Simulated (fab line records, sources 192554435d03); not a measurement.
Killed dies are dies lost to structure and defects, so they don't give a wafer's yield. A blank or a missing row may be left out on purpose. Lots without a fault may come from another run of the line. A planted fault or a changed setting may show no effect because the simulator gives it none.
Split-lot experiment | flow n5_finfet | 7 lots, 39 wafers read, on a route of 1938 steps

THE SPLIT
At N5_ZERO_LAYER_DEVELOP_10 (develop time 60 s), the setting develop_time_s was moved away from the recipe's 60 s on 18 of the 39 wafers read, by -44.4% to +53.8%. The other wafers ran this setting at the recipe's value.

FROM THE SPLIT TO THE READING: what the file shows between them, 1 step
- N5_ZERO_LAYER_HARDBAKE_23: time 120 s

THE READING
cd_nm, in nm, at N5_ZERO_LAYER_CD_MEAS_11 (target cd 2000 nm). Fault-free wafers of this fab line usually give 2001.7 nm, standard deviation 2.3 nm.

wafer  | tool, chamber at the split | develop_time_s as run, s | against the recipe | cd_nm, nm | against lot-mates on the recipe
L075.1 | litho_track-03, 0          | 60                       | recipe             | 1998.6    | -
L075.2 | litho_track-03, 0          | 60                       | recipe             | 2001.4    | -
L075.3 | litho_track-03, 0          | 92.31                    | +53.8%             | 2013.6    | +13.2
L075.4 | litho_track-03, 0          | 92.31                    | +53.8%             | 2010.2    | +9.8
L075.5 | litho_track-03, 0          | 92.31                    | +53.8%             | 2009.5    | +9.1
L075.6 | litho_track-03, 0          | 60                       | recipe             | 2001.2    | -
L078.1 | litho_track-03, 0          | 60                       | recipe             | 2005.5    | -
L078.2 | litho_track-03, 0          | 60                       | recipe             | 2001.6    | -
L078.4 | litho_track-03, 0          | 60                       | recipe             | 2003.3    | -
L080.1 | litho_track-05, 0          | 36.67                    | -38.9%             | 1991.9    | -9.7
L080.2 | litho_track-05, 0          | 36.67                    | -38.9%             | 1989.8    | -11.8
L080.3 | litho_track-05, 0          | 60                       | recipe             | 2000.0    | -
L080.4 | litho_track-05, 0          | 36.67                    | -38.9%             | 1990.5    | -11.1
L080.5 | litho_track-05, 0          | 60                       | recipe             | 2003.1    | -
L080.6 | litho_track-05, 0          | 60                       | recipe             | 2001.6    | -
L081.1 | litho_track-05, 0          | 60                       | recipe             | 2000.2    | -
L081.2 | litho_track-05, 0          | 33.36                    | -44.4%             | 1987.3    | -12.2
L081.3 | litho_track-05, 0          | 33.36                    | -44.4%             | 1987.3    | -12.2
L081.4 | litho_track-05, 0          | 60                       | recipe             | 1999.4    | -
L081.5 | litho_track-05, 0          | 60                       | recipe             | 1998.9    | -
L081.6 | litho_track-05, 0          | 33.36                    | -44.4%             | 1985.9    | -13.6
L082.1 | litho_track-05, 0          | 91.46                    | +52.4%             | 2011.7    | +8.2
L082.2 | litho_track-05, 0          | 91.46                    | +52.4%             | 2010.7    | +7.2
L082.3 | litho_track-05, 0          | 60                       | recipe             | 2002.7    | -
L082.4 | litho_track-05, 0          | 60                       | recipe             | 2004.4    | -
L082.5 | litho_track-05, 0          | 60                       | recipe             | 2003.4    | -
L082.6 | litho_track-05, 0          | 91.46                    | +52.4%             | 2010.6    | +7.1
L087.1 | litho_track-05, 0          | 48.75                    | -18.8%             | 1998.9    | -4.9
L087.2 | litho_track-05, 0          | 60                       | recipe             | 2001.2    | -
L087.3 | litho_track-05, 0          | 60                       | recipe             | 2005.7    | -
L087.4 | litho_track-05, 0          | 48.75                    | -18.8%             | 1999.3    | -4.5
L087.5 | litho_track-05, 0          | 48.75                    | -18.8%             | 1998.7    | -5.1
L087.6 | litho_track-05, 0          | 60                       | recipe             | 2004.4    | -
L091.1 | litho_track-02, 0          | 60                       | recipe             | 1996.5    | -
L091.2 | litho_track-02, 0          | 60                       | recipe             | 2000.4    | -
L091.3 | litho_track-02, 0          | 89.82                    | +49.7%             | 2008.6    | +9.6
L091.4 | litho_track-02, 0          | 89.82                    | +49.7%             | 2007.6    | +8.6
L091.5 | litho_track-02, 0          | 60                       | recipe             | 2000.2    | -
L091.6 | litho_track-02, 0          | 89.82                    | +49.7%             | 2009.1    | +10.1

THE FIT
A straight line over all 39 wafers: cd_nm changes by +0.212 nm for each +1% of develop_time_s; r = +0.93; the points scatter about the line by 2.6 nm.
The same after taking each lot's own level away (the mean of its wafers on the recipe; 39 wafers): +0.214 nm for each +1%; r = +0.96; scatter 1.8 nm.
On that fit, the largest move of develop_time_s shifts the reading by 12 nm.
The lots' own levels span 1999.03 to 2003.77 nm, that is 2.1 times the standard deviation above.
So the lot-to-lot level changes the slope little: the two slopes agree.
Check: with one of the wafers moved furthest among these (+53.8%) left out of the fit, the line predicts +10.3 nm for it against its lot-mates. It came out at +13.2 nm against them.

THE WHOLE CHAIN: every reading that the file lists as answering this split, in the file's order
step                     | what it does             | reading                                                           | change (the file's fit)               | r (the file's)
N5_ZERO_LAYER_CD_MEAS_11 | target cd 2000 nm        | cd_nm                                                             | +0.21 nm for each +1% of the setting  | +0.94
N5_ZERO_LAYER_DESCUM_16  | chemistry O2, time 7.9 s | ZERO_LAYER.cd_nm (the simulator's own value, which no gauge read) | +0.211 nm for each +1% of the setting | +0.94

THE FILE'S OWN FIT
cd_nm changes by +0.21 nm for each +1% of develop_time_s, r = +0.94.
